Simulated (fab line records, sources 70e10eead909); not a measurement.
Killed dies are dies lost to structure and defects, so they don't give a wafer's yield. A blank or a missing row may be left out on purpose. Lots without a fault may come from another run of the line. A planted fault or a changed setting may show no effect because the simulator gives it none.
fab line records | flow nand_harc
record lots=7 wafers=21 last_day=34
route steps=1302 shown A_SGD_CUT@916 A_SLIT@922 END@1302
lots that met no fault: from a run of the same line without faults
start_h: hours from the record's first day to the start of the lot's first wafer shown | wait_h: hours since the lot's step before | " the same as in the row above | L1.1+2: a row that stands for several wafers | - no value, or no start given | * or withheld: withheld | < > ~ a bound
route shown NAME@n: a module of which the file shows steps, and the number in the route of the first | usual: mean/standard deviation of fault-free wafers | same: alike in all rows | chamber/n: place in a boat | sites: the reading at each site | _std_site: their standard deviation | _edge_site: outer sites' mean less inner sites' | radius_mm: how far each site lies from the wafer's centre | mask NAME#n: copy n | behind: the tool/chamber that last shaped the wafer | hold: why the lot was held/for how many hours/how that ended | device: the transistor (n, p or np) that didn't switch | end of line: the same wafers' tests at the end of the route | a step without rows: its recipe alone | killed: dies lost to structure and defects at the first sort, not the wafer's yield | map: a wafer's dies, x killed, . not, _ none there
set.NAME: the setting as run; set.NAME@STEP: as run at that earlier step | model.NAME: the simulator's own value behind a step, which no gauge read
lots at some steps of the route; a table a step, a row a wafer
services: from which hour (start_h, from the record's first day; less than 0 if before it) a tool's chamber was out of use, for how many hours, and why
## steps
# step NHARC_A_SGD_CUT_THK_MEAS_22
# recipe thk_meas_gauge=ellipsometry
# usual thk_nm=148.1/1.4
# columns lot.wafer tool chamber start_h wait_h thk_nm
L758.2 film_metro-01 - 482.71 0.2 149.0
L758.4 " - " " 148.7
L758.5 " - " " 146.6
L765.1 film_metro-01 - 553.82 0.2 148.4
L765.4 " - " " 146.8
L765.6 " - " " 146.7
L768.3 film_metro-01 - 583.25 0.2 147.2
L768.4 " - " " 149.5
L768.6 " - " " 149.4
L770.1 film_metro-02 - 583.25 0.2 147.1
L770.3 " - " " 149.1
L770.5 " - " " 147.2
L773.2 film_metro-01 - 630.67 0.2 145.8
L773.4 " - " " 144.5
L773.5 " - " " 148.8
L775.2 film_metro-01 - 640.15 0.2 149.2
L775.3 " - " " 149.0
L775.6 " - " " 149.4
L778.2 film_metro-02 - 678.88 0.2 149.2
L778.4 " - " " 148.9
L778.6 " - " " 148.6
# step NHARC_A_SGD_CUT_SRD_23
# step NHARC_A_SGD_CUT_ETCH_26
# recipe target_depth_a=458 chemistry=dHF material=SiO2
# step NHARC_A_SGD_CUT_ETCHBACK_24
# recipe target_depth_a=500 over_etch_frac=0.3 time_s=92.857 ion_energy_ev=120 ch3f_flow_sccm=50 o2_flow_sccm=30 ar_flow_sccm=200 rf_w=500 bias_w=100 chemistry=CH3F/O2
# usual drypump_motor_current_A=5.5/0.35 oes_product_au=0.96/0.035 rf_vpp_V=244.0/1.7 showerhead_plenum_p_Torr=2.43/0.1 throttle_valve_pct=20.662/0.0081
# columns lot.wafer tool chamber start_h wait_h drypump_motor_current_A oes_product_au rf_hours_counter_h rf_vpp_V showerhead_plenum_p_Torr throttle_valve_pct
L758.4 rie_diel-05 0 482.93 0.1 5.5 0.93 6 246.6 2.55 20.668
L758.2 " 3 " " 5.6 0.94 6 246.2 2.50 20.653
L758.5 " 0 " " 5.5 0.93 - 247.2 2.55 20.655
L765.4 rie_diel-10 3 554.05 0.2 5.3 0.92 9 242.6 2.35 20.669
L765.1 " 0 " " 6.0 0.95 9 243.9 2.42 20.662
L765.6 " 3 " " 5.3 0.93 - 243.3 2.35 20.663
L768.3 rie_diel-13 3 583.48 0.1 5.8 0.91 3 245.0 2.49 20.665
L768.4 " 1 " " 4.9 0.90 3 245.5 2.54 20.668
L768.6 " 3 " " 5.8 0.91 - 244.3 2.49 20.669
L770.3 rie_diel-10 2 583.51 0.2 5.4 0.92 8 243.4 2.42 20.671
L770.1 " 3 " " 5.3 0.92 12 243.7 2.35 20.658
L770.5 " 1 " " 5.6 0.93 - 240.9 2.29 20.652
L773.4 rie_diel-05 3 630.89 0.1 5.6 0.92 4 245.1 2.50 20.661
L773.2 " 1 " " 5.6 0.94 3 242.2 2.34 20.662
L773.5 " 3 " " 5.6 0.91 - 244.5 2.50 20.656
L775.3 rie_diel-05 2 640.39 0.1 6.2 0.99 4 243.1 2.34 20.647
L775.2 " 0 " " 5.5 0.98 5 244.7 2.55 20.654
L775.6 " 1 " " 5.5 1.01 - 242.7 2.34 20.662
L778.2 rie_diel-13 2 679.12 0.2 5.1 0.94 5 244.9 2.60 20.655
L778.4 " 0 " " 5.1 0.96 9 242.7 2.30 20.652
L778.6 " 1 " " 4.9 0.95 - 246.7 2.54 20.660
# step NHARC_A_SGD_CUT_STRIP_28
# recipe time_s=20 o2_flow_sccm=500 ar_flow_sccm=0 bias_w=0 chemistry=O2
# usual drypump_motor_current_A=5.5/0.37 oes_product_au=0.998/0.015 rf_vpp_V=57.9/0.83 showerhead_plenum_p_Torr=3.49/0.14 throttle_valve_pct=17.037/0.0089
# columns lot.wafer tool chamber start_h wait_h drypump_motor_current_A oes_product_au rf_hours_counter_h rf_vpp_V showerhead_plenum_p_Torr throttle_valve_pct
L758.4 rie_diel-05 3 - - 5.6 1.003 6 58.1 3.59 17.050
L758.2 " 1 " " 5.6 1.025 6 58.5 3.36 17.040
L758.5 " 0 " " 5.5 0.993 - 55.8 3.65 17.033
L765.1 rie_diel-10 2 - - 5.4 1.008 7 57.1 3.48 17.031
L765.4 " 3 " " 5.2 1.000 9 57.6 3.38 17.046
L765.6 " 2 " " 5.4 1.001 - 57.7 3.48 17.016
L768.3 rie_diel-13 1 - - 4.9 0.979 3 59.1 3.64 17.033
L768.4 " 2 " " 5.1 0.995 2 57.8 3.73 17.050
L768.6 " 0 " " 5.1 0.993 - 57.9 3.31 17.037
L770.1 rie_diel-10 2 - - 5.4 0.997 9 58.1 3.48 17.029
L770.3 " 0 " " 5.9 1.004 11 57.5 3.48 17.026
L770.5 " 2 " " 5.4 1.003 - 56.9 3.48 17.045
L773.4 rie_diel-05 1 - - 5.5 1.011 3 57.9 3.36 17.025
L773.2 " 2 " " 6.2 1.000 4 57.6 3.36 17.040
L773.5 " 1 " " 5.6 1.022 - 57.1 3.36 17.057
L775.2 rie_diel-05 3 - - 5.6 0.995 5 57.9 3.58 17.034
L775.3 " 1 " " 5.6 1.019 4 58.0 3.36 17.029
L775.6 " 0 " " 5.5 1.000 - 58.4 3.65 17.029
L778.4 rie_diel-13 1 - - 4.8 0.986 9 57.8 3.64 17.043
L778.2 " 2 " " 5.2 0.982 5 59.7 3.73 17.044
L778.6 " 1 " " 4.9 0.984 - 58.8 3.64 17.045
# step NHARC_A_SGD_CUT_INSPECT_25
# usual raw_defect_count=384/91
# columns lot.wafer tool chamber start_h wait_h raw_defect_count
L758.2 defect_inspect-01 - 483.17 - 361
L758.4 " - " " 441
L758.5 " - " " 359
L765.1 defect_inspect-02 - 554.28 - 410
L765.4 " - " " 413
L765.6 " - " " 375
L768.3 defect_inspect-01 - 583.72 - 616
L768.4 " - " " 576
L768.6 " - " " 487
L770.1 defect_inspect-02 - 583.73 - 307
L770.3 " - " " 282
L770.5 " - " " 268
L773.2 defect_inspect-02 - 631.14 - 313
L773.4 " - " " 391
L773.5 " - " " 308
L775.2 defect_inspect-02 - 640.62 - 300
L775.3 " - " " 323
L775.6 " - " " 335
L778.2 defect_inspect-01 - 679.34 - 331
L778.4 " - " " 421
L778.6 " - " " 332
# step NHARC_A_SLIT_DEP_25
# recipe target_thk_a=2000 temp_c=400 pressure_torr=6.5 rf_w=900 teos_flow_sccm=161.4 flow_sccm=2650 target_thk_nm=200 gas=O2 material=SiO2
# usual heater_power_w=573/93 throttle_valve_pct=15.9/0.5
# columns lot.wafer tool chamber start_h wait_h heater_power_w since_wet_clean_h throttle_valve_pct
L758.2 pecvd-04 0 483.32 0.1 706 20 15.6
L758.5 " 1 " " 428 - 16.5
L758.4 " 2 " " 554 - 15.9
L765.1 pecvd-02 2 554.39 0.1 657 133 15.2
L765.6 " 1 " " 588 - 16.0
L765.4 " 0 " " 482 - 15.8
L768.3 pecvd-02 2 583.82 0.1 657 163 15.3
L768.6 " 2 " " 665 - 15.3
L768.4 " 0 " " 464 - 15.8
L770.1 pecvd-03 0 583.86 0.1 488 24 15.9
L770.3 " 2 " " 567 24 15.4
L770.5 " 0 " " 488 - 16.0
L773.2 pecvd-03 2 631.24 0.1 546 71 15.6
L773.5 " 1 " " 681 - 16.6
L773.4 " 0 " " 550 - 15.9
L775.2 pecvd-03 0 640.69 0.1 468 81 16.3
L775.3 " 0 " " 475 - 16.0
L775.6 " 2 " " 582 - 15.4
L778.2 pecvd-04 2 679.45 0.1 642 35 15.7
L778.6 " 1 " " 408 - 16.4
L778.4 " 0 " " 684 - 15.8
# step NHARC_A_SLIT_DEP_00
# recipe target_thk_a=62000 temp_c=400 material=aC
# usual throttle_valve_pct=34.999/0.0086
# columns lot.wafer tool chamber start_h wait_h throttle_valve_pct
L758.2 acl_dep-02 0 485.07 - 34.987
L758.4 " 0 486.33 - 34.986
L758.5 " 0 " " 34.989
L765.1 acl_dep-02 0 554.69 - 34.990
L765.4 " 0 556.56 - 34.995
L765.6 " 0 557.81 - 35.005
L768.3 acl_dep-03 0 585.35 - 34.990
L768.4 " 0 " " 34.987
L768.6 " 0 587.20 - 35.009
L770.1 acl_dep-01 0 586.88 - 34.991
L770.3 " 0 588.15 - 35.017
L770.5 " 0 589.41 - 35.009
L773.2 acl_dep-02 0 632.17 - 34.996
L773.4 " 0 633.42 - 35.009
L773.5 " 0 " " 34.998
L775.2 acl_dep-01 0 642.81 2.1 34.991
L775.3 " 0 " " 35.001
L775.6 " 0 645.30 4.3 35.016
L778.2 acl_dep-01 0 680.37 - 34.996
L778.4 " 0 681.61 - 34.991
L778.6 " 0 682.85 - 35.004
# step NHARC_A_SLIT_DEP_23
# recipe target_thk_a=1000 target_thk_nm=100 temp_c=400 pressure_torr=3.5 flow_sccm=200 rf_w=350 material=SiON
# usual heater_power_w=775/91
# columns lot.wafer tool chamber start_h wait_h heater_power_w since_wet_clean_h
L758.2 pecvd-03 2 488.24 2.5 810 109
L758.4 " 2 " " 812 -
L758.5 " 2 " " 817 -
L765.1 pecvd-02 1 558.48 3.2 765 138
L765.6 " 0 " " 611 -
L765.4 " 1 " " 756 -
L768.3 pecvd-04 2 587.86 1.9 866 125
L768.6 " 1 " " 615 -
L768.4 " 2 " " 828 -
L770.3 pecvd-04 0 590.70 1.9 929 128
L770.1 " 1 " " 614 128
L770.5 " 1 " " 602 -
L773.2 pecvd-03 1 635.35 2.6 840 75
L773.4 " 1 " " 855 -
L773.5 " 2 " " 801 -
L775.2 pecvd-04 1 645.94 2.5 652 2
L775.3 " 2 " " 811 2
L775.6 " 1 " " 658 -
L778.2 pecvd-02 2 683.55 2.6 897 81
L778.6 " 0 " " 640 -
L778.4 " 1 " " 867 -
# step NHARC_A_SLIT_DEHYDRATE_01
# recipe temp_c=150 time_s=120
# step NHARC_A_SLIT_HMDS_02
# recipe time_s=30
# step NHARC_A_SLIT_COAT_03
# recipe spin_rpm=1500 resist_thk_nm=90
# step NHARC_A_SLIT_SOFTBAKE_04
# recipe temp_c=105 time_s=55
# usual heater_power_total_W=188.45/0.14
# columns lot.wafer tool chamber start_h wait_h heater_power_total_W
L758.2 litho_track-04 0 488 - 188.56
L758.4 " 0 " " 188.40
L758.5 " 0 " " 188.67
L765.1 litho_track-01 0 558 - 188.32
L765.4 " 0 " " 188.79
L765.6 " 0 " " 188.48
L768.3 litho_track-01 0 588 - 193.44
L768.4 " 0 " " 193.03
L768.6 " 0 " " 193.42
L770.1 litho_track-01 0 591 - 193.02
L770.3 " 0 " " 193.12
L770.5 " 0 " " 193.06
L773.2 litho_track-01 0 635 - 193.22
L773.4 " 0 " " 193.04
L773.5 " 0 " " 193.10
L775.2 litho_track-06 0 646 - 188.48
L775.3 " 0 " " 188.34
L775.6 " 0 " " 188.42
L778.2 litho_track-06 0 683 - 188.38
L778.4 " 0 " " 188.33
L778.6 " 0 " " 188.40
# step NHARC_A_SLIT_EBR_05
# step NHARC_END_SORT_01
# recipe temp_c=25
# usual killed_at_array=57/21 killed_at_other=0.9/1.2 killed_at_periphery=4.2/2.9 killed_dies=62/21 killed_open=3.2/1.8 killed_short=2.4/1.5
# same gross_dies=677
# columns lot.wafer tool chamber start_h wait_h killed_at_array killed_at_other killed_at_periphery killed_dies killed_open killed_short
L765.1 prober-01 0 674.46 2.5 80 0 3 83 3 1
L765.4 prober-01 0 676.85 3.4 76 2 1 79 3 1
L765.6 prober-01 0 678.44 4.0 78 0 3 81 1 0
L770.1 prober-01 0 705.44 2.5 66 0 9 75 1 2
L770.3 prober-01 0 707.04 3.1 64 0 8 72 5 4
L770.5 prober-01 0 708.64 3.7 60 0 9 69 1 5
# killed by level:class
L765.1 A_CHANNEL_HOLE_D1:chamber_film_flake=31 A_SLIT:chamber_film_flake=31 A_CONTACT:chamber_film_flake=8 A_STAIRCASE:chamber_film_flake=4 A_DECK1_JOINT:chamber_film_flake=2 P_CONTACT:geometric_particle:open=1 P_M0:geometric_particle:short=1 A_CHANNEL_FILL_D1:geometric_particle:open=1
L765.4 A_CHANNEL_HOLE_D1:chamber_film_flake=34 A_SLIT:chamber_film_flake=23 A_CHANNEL_FILL_D2:chamber_film_flake=6 A_CONTACT:chamber_film_flake=4 A_STAIRCASE:chamber_film_flake=4 A_WL_FILL:chamber_film_flake=2 P_CONTACT:geometric_particle:open=1 A_DECK1_JOINT:geometric_particle:open=1
L765.6 A_CHANNEL_HOLE_D1:chamber_film_flake=36 A_SLIT:chamber_film_flake=35 A_CONTACT:chamber_film_flake=3 P_GATE:chamber_film_flake=2 A_DECK1_JOINT:chamber_film_flake=2 A_CHANNEL_FILL_D2:chamber_film_flake=2 P_CONTACT:geometric_particle:open=1
L770.1 A_CHANNEL_HOLE_D1:chamber_film_flake=32 A_SLIT:chamber_film_flake=28 P_CONTACT:chamber_film_flake=8 A_STAIRCASE:chamber_film_flake=2 P_M0:geometric_particle:open=1 A_SOURCE_PLATE:geometric_particle:short=1 A_CHANNEL_HOLE_D2:geometric_particle:short=1 A_WL_FILL:chamber_film_flake=1
L770.3 A_CHANNEL_HOLE_D1:chamber_film_flake=25 A_SLIT:chamber_film_flake=24 A_CONTACT:chamber_film_flake=7 P_CONTACT:chamber_film_flake=6 A_ONON_D1:geometric_particle:short=2 P_CONTACT:geometric_particle:short=1 P_M1:geometric_particle:open=1 A_SOURCE_PLATE:geometric_particle:short=1
L770.5 A_CHANNEL_HOLE_D1:chamber_film_flake=34 A_SLIT:chamber_film_flake=20 P_CONTACT:chamber_film_flake=7 A_WL_FILL:geometric_particle:short=2 A_CONTACT:chamber_film_flake=2 P_CONTACT:geometric_particle:short=1 P_M0:geometric_particle:short=1 A_CHANNEL_HOLE_D1:geometric_particle:open=1
## services
# columns tool chamber start_h hours kind
rie_diel-10 - 468.31 0.4 repair
rie_diel-13 1 473.79 4.8 repair
rie_diel-13 3 480.66 2.6 repair
rie_diel-10 1 481.70 7.3 repair
pecvd-02 0 497.06 12.6 repair
litho_track-01 - 505.00 7.0 pm
pecvd-04 2 513.78 3.5 repair
rie_diel-13 - 519.00 9.0 pm
pecvd-02 - 535.39 1.4 repair
pecvd-03 - 547.09 13.0 pm
rie_diel-13 2 556.86 5.6 repair
pecvd-02 - 571.25 1.3 repair
rie_diel-05 0 582.41 9.3 repair
rie_diel-05 - 583.67 9.0 pm
pecvd-02 - 589.12 13.0 pm
rie_diel-10 - 596.56 9.0 pm
pecvd-03 2 610.59 5.0 repair
pecvd-04 - 631.12 13.0 pm
pecvd-03 1 638.90 6.7 repair
rie_diel-13 2 640.68 29.4 repair
pecvd-04 - 644.23 1.3 repair
rie_diel-05 - 664.53 0.2 repair
pecvd-03 1 668.18 3.3 repair
rie_diel-10 - 669.69 1.9 repair
## key
first_sign step=NHARC_A_SLIT_SOFTBAKE_04 reading=heater_power_total_W direction=up sigmas=34 usual=* struck=*
effect none on later readings
met_at NHARC_A_SLIT_SOFTBAKE_04
struck_wafers L768.3,L768.4,L768.6,L770.1,L770.3,L770.5,L773.2,L773.4,L773.5
rows_end L768.3,L768.4,L768.6
tester_left_out L770,L773
onset_between 558 588
fault kind=process_parameter_drift tool=litho_track-01 chamber=- onset_h=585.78 steps=NHARC_A_SLIT_SOFTBAKE_04 channel=time_s offset=* shape=step acts_in=* stated=*
# tester_left_out: of these lots the tester's yield and bins aren't shown, on N5 and GAA mostly nor the transistor test; their killed dies are dies lost to structure and defects alone, not to doping, threshold or leakage, so they don't give the yield
# rows_end: these wafers met a further fault down the route, and their rows from its step on are left out
